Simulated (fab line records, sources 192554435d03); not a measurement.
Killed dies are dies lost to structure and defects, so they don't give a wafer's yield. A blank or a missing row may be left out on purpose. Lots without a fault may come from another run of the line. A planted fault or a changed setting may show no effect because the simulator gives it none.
Which tool did it? | flow n5_finfet | 24 lots, 72 wafers sampled, at 4 steps of a route of 1938

WHAT THE GAUGES READ, wafer by wafer
N5_MOL_CONTACT_COAG_INSPECT_42: inspects for defects (brightfield). Usual: raw_defect_count 198, standard deviation 41.
lot  | measured     | on                | raw_defect_count | flag
L074 | day 5 06:22  | defect_inspect-02 | 229 192 254      |
L075 | day 5 08:54  | defect_inspect-01 | 209 277 270      |
L076 | day 5 16:38  | defect_inspect-01 | 260 273 158      |
L077 | day 5 23:46  | defect_inspect-02 | 194 277 186      |
L078 | day 6 02:37  | defect_inspect-01 | 224 171 204      |
L079 | day 6 13:58  | defect_inspect-01 | 155 170 123      |
L080 | day 6 12:10  | defect_inspect-01 | 183 217 226      |
L081 | day 7 00:35  | defect_inspect-02 | 143 267 204      |
L082 | day 7 09:34  | defect_inspect-02 | 235 226 154      |
L083 | day 7 10:42  | defect_inspect-02 | 149 216 244      |
L084 | day 7 16:05  | defect_inspect-02 | 210 241 208      |
L085 | day 8 00:48  | defect_inspect-01 | 204 247 247      |
L086 | day 8 08:07  | defect_inspect-02 | 146 197 191      |
L087 | day 8 08:54  | defect_inspect-01 | 277 213 203      |
L088 | day 8 20:03  | defect_inspect-01 | 193 226 127      |
L089 | day 8 21:17  | defect_inspect-02 | 189 251 189      |
L090 | day 9 03:28  | defect_inspect-02 | 134 193 242      |
L091 | day 9 15:16  | defect_inspect-02 | 197 155 158      |
L092 | day 9 15:19  | defect_inspect-01 | 178 215 120      |
L093 | day 9 19:13  | defect_inspect-01 | 214 193 124      |
L094 | day 10 02:26 | defect_inspect-02 | 163 221 129      |
L095 | day 10 06:42 | defect_inspect-01 | 179 154 203      |
L096 | day 10 17:23 | defect_inspect-01 | 174 209 208      |
L097 | day 10 21:31 | defect_inspect-02 | 166 142 207      |

WHICH TOOL RAN EACH LOT (tool, then ch and the chambers of the sampled wafers, then the start)
lot  | N5_GATE_CUT_VAPOR_ETCH_48         | N5_GATE_CUT_VAPOR_ETCH_49         | N5_MOL_CONTACT_COAG_TI_SIL_19
L074 | rie_metal-03 ch 0,1, day 4 11:16  | rie_metal-03 ch 0,1, day 4 11:18  | pvd_sputter-02, day 4 15:25
L075 | rie_metal-03 ch 0, day 4 16:19    | rie_metal-03 ch 0, day 4 16:21    | pvd_sputter-01, day 4 21:32
L076 | rie_metal-01 ch 0,1, day 5 00:53  | rie_metal-01 ch 0,1, day 5 00:55  | pvd_sputter-01, day 5 07:50
L077 | rie_metal-01 ch 0, day 5 07:39    | rie_metal-01 ch 0, day 5 07:41    | pvd_sputter-01, day 5 11:54
L078 | rie_metal-02 ch 0,1, day 5 09:56  | rie_metal-02 ch 0,1, day 5 09:58  | pvd_sputter-01, day 5 16:49
L079 | rie_metal-02 ch 0,1, day 5 18:02  | rie_metal-02 ch 0,1, day 5 18:04  | pvd_sputter-02, day 6 02:16
L080 | rie_metal-01 ch 0,1, day 5 21:16  | rie_metal-01 ch 0,1, day 5 21:18  | pvd_sputter-01, day 6 02:13
L081 | rie_metal-02 ch 0,1, day 6 07:22  | rie_metal-02 ch 0,1, day 6 07:23  | pvd_sputter-01, day 6 13:52
L082 | rie_metal-03 ch 0,1, day 6 17:26  | rie_metal-03 ch 0,1, day 6 17:28  | pvd_sputter-02, day 6 23:57
L083 | rie_metal-02 ch 0,1, day 6 19:51  | rie_metal-02 ch 0,1, day 6 19:53  | pvd_sputter-01, day 7 00:05
L084 | rie_metal-02 ch 0,1, day 7 01:28  | rie_metal-02 ch 0,1, day 7 01:30  | pvd_sputter-03, day 7 05:58
L085 | rie_metal-03 ch 0,1, day 7 07:22  | rie_metal-03 ch 0,1, day 7 07:24  | pvd_sputter-01, day 7 15:32
L086 | rie_metal-01 ch 0,1, day 7 15:17  | rie_metal-01 ch 0,1, day 7 15:19  | pvd_sputter-01, day 7 21:56
L087 | rie_metal-02 ch 0,1, day 7 17:31  | rie_metal-02 ch 0,1, day 7 17:32  | pvd_sputter-02, day 7 22:12
L088 | rie_metal-02 ch 1, day 8 00:49    | rie_metal-02 ch 1, day 8 00:50    | pvd_sputter-02, day 8 05:17
L089 | rie_metal-03 ch 0,1, day 8 06:17  | rie_metal-03 ch 0,1, day 8 06:19  | pvd_sputter-02, day 8 10:39
L090 | rie_metal-03 ch 0,1, day 8 11:47  | rie_metal-03 ch 0,1, day 8 11:49  | pvd_sputter-03, day 8 17:19
L091 | rie_metal-02 ch 0, day 8 20:26    | rie_metal-02 ch 0, day 8 20:29    | pvd_sputter-03, day 9 01:32
L092 | rie_metal-01 ch 0,1, day 8 22:49  | rie_metal-01 ch 0,1, day 8 22:52  | pvd_sputter-03, day 9 04:31
L093 | rie_metal-03 ch 0,1, day 9 05:12  | rie_metal-03 ch 0,1, day 9 05:14  | pvd_sputter-02, day 9 09:35
L094 | rie_metal-01 ch 0,1, day 9 11:58  | rie_metal-01 ch 0,1, day 9 11:59  | pvd_sputter-01, day 9 16:31
L095 | rie_metal-02 ch 1, day 9 17:26    | rie_metal-02 ch 1, day 9 17:28    | pvd_sputter-01, day 9 21:46
L096 | rie_metal-01 ch 0,1, day 10 01:44 | rie_metal-01 ch 0,1, day 10 01:46 | pvd_sputter-03, day 10 07:34
L097 | rie_metal-01 ch 0,1, day 10 04:52 | rie_metal-01 ch 0,1, day 10 04:53 | pvd_sputter-01, day 10 09:28
- N5_GATE_CUT_VAPOR_ETCH_48: etches TiN in BCl3/Cl2.
- N5_GATE_CUT_VAPOR_ETCH_49: etches TiAlC in BCl3/Cl2.
- N5_MOL_CONTACT_COAG_TI_SIL_19: material Ti, target thk 4.2 nm, time 15 s.

WHAT THE TOOLS THEMSELVES READ (means of the sampled wafers that have a number; where no wafer has one, the mark that the record gives instead)
N5_GATE_CUT_VAPOR_ETCH_48. Usual: drypump_motor_current_A 5.6 A, standard deviation 0.44; oes_product_au 0.81 a.u., standard deviation 0.099.
lot  | tool         | drypump_motor_current_A (A) | oes_product_au (a.u.) | flag
L074 | rie_metal-03 | 5.7                         | 0.81                  |
L075 | rie_metal-03 | 5.5                         | 0.77                  |
L076 | rie_metal-01 | 5.4                         | 0.62                  |
L077 | rie_metal-01 | 5.2                         | 0.57                  |
L078 | rie_metal-02 | 5.9                         | 0.87                  |
L079 | rie_metal-02 | 5.5                         | 0.88                  |
L080 | rie_metal-01 | 5.6                         | 0.66                  |
L081 | rie_metal-02 | 5.6                         | 0.87                  |
L082 | rie_metal-03 | 5.7                         | 0.79                  |
L083 | rie_metal-02 | 5.9                         | 0.86                  |
L084 | rie_metal-02 | 5.9                         | 0.85                  |
L085 | rie_metal-03 | 5.7                         | 0.78                  |
L086 | rie_metal-01 | 5.5                         | 0.79                  |
L087 | rie_metal-02 | 5.9                         | 0.85                  |
L088 | rie_metal-02 | 6.3                         | 0.83                  |
L089 | rie_metal-03 | 5.7                         | 0.78                  |
L090 | rie_metal-03 | 5.8                         | 0.81                  |
L091 | rie_metal-02 | 5.1                         | 0.86                  |
L092 | rie_metal-01 | 5.3                         | 0.87                  |
L093 | rie_metal-03 | 5.8                         | 0.81                  |
L094 | rie_metal-01 | 5.5                         | 0.77                  |
L095 | rie_metal-02 | 6.3                         | 0.82                  |
L096 | rie_metal-01 | 5.3                         | 0.85                  |
L097 | rie_metal-01 | 5.4                         | 0.85                  |

N5_GATE_CUT_VAPOR_ETCH_49. Usual: drypump_motor_current_A 5.6 A, standard deviation 0.44; oes_product_au 0.81 a.u., standard deviation 0.098.
lot  | tool         | drypump_motor_current_A (A) | oes_product_au (a.u.) | flag
L074 | rie_metal-03 | 5.7                         | 0.80                  |
L075 | rie_metal-03 | 5.5                         | 0.77                  |
L076 | rie_metal-01 | 5.3                         | 0.63                  |
L077 | rie_metal-01 | 5.1                         | 0.58                  |
L078 | rie_metal-02 | 5.9                         | 0.87                  |
L079 | rie_metal-02 | 5.6                         | 0.87                  |
L080 | rie_metal-01 | 5.6                         | 0.67                  |
L081 | rie_metal-02 | 5.5                         | 0.87                  |
L082 | rie_metal-03 | 5.7                         | 0.79                  |
L083 | rie_metal-02 | 6.0                         | 0.85                  |
L084 | rie_metal-02 | 6.0                         | 0.85                  |
L085 | rie_metal-03 | 5.7                         | 0.78                  |
L086 | rie_metal-01 | 5.6                         | 0.80                  |
L087 | rie_metal-02 | 5.9                         | 0.85                  |
L088 | rie_metal-02 | 6.3                         | 0.83                  |
L089 | rie_metal-03 | 5.7                         | 0.78                  |
L090 | rie_metal-03 | 5.8                         | 0.81                  |
L091 | rie_metal-02 | 5.1                         | 0.85                  |
L092 | rie_metal-01 | 5.3                         | 0.88                  |
L093 | rie_metal-03 | 5.8                         | 0.82                  |
L094 | rie_metal-01 | 5.6                         | 0.77                  |
L095 | rie_metal-02 | 6.3                         | 0.82                  |
L096 | rie_metal-01 | 5.4                         | 0.85                  |
L097 | rie_metal-01 | 5.4                         | 0.85                  |

N5_MOL_CONTACT_COAG_TI_SIL_19. Usual: throttle_valve_pct 29.6 %, standard deviation 1.1.
lot  | tool           | throttle_valve_pct (%) | flag
L074 | pvd_sputter-02 | 30.6                   |
L075 | pvd_sputter-01 | 29.4                   |
L076 | pvd_sputter-01 | 28.8                   |
L077 | pvd_sputter-01 | 29.4                   |
L078 | pvd_sputter-01 | 29.3                   |
L079 | pvd_sputter-02 | 29.9                   |
L080 | pvd_sputter-01 | 30.1                   |
L081 | pvd_sputter-01 | 29.8                   |
L082 | pvd_sputter-02 | 30.2                   |
L083 | pvd_sputter-01 | 29.9                   |
L084 | pvd_sputter-03 | 29.0                   |
L085 | pvd_sputter-01 | 29.3                   |
L086 | pvd_sputter-01 | 29.8                   |
L087 | pvd_sputter-02 | 30.0                   |
L088 | pvd_sputter-02 | 29.3                   |
L089 | pvd_sputter-02 | 30.3                   |
L090 | pvd_sputter-03 | 30.2                   |
L091 | pvd_sputter-03 | 29.5                   |
L092 | pvd_sputter-03 | 29.6                   |
L093 | pvd_sputter-02 | 30.3                   |
L094 | pvd_sputter-01 | 29.7                   |
L095 | pvd_sputter-01 | 30.4                   |
L096 | pvd_sputter-03 | 29.9                   |
L097 | pvd_sputter-01 | 29.0                   |

THE ANSWER, worked out from the rows above alone
Rule: a lot is off if the mean of its wafers that have a number lies more than 3 standard deviations from the usual mean. A lot without any number at a reading at which 4 lots or more have one is off too. The other lots that the step has rows for count as sound. The gauges are gone through in route order, then the tools' own readings, and for those a lot's mean is taken as printed above. The first step at which some lot is off is used, and at that step the reading that is off furthest; a lot without a number counts as furthest.
No lot is off at any reading shown: from this, nothing can be told.

WHAT THE SIMULATOR HAD PUT IN
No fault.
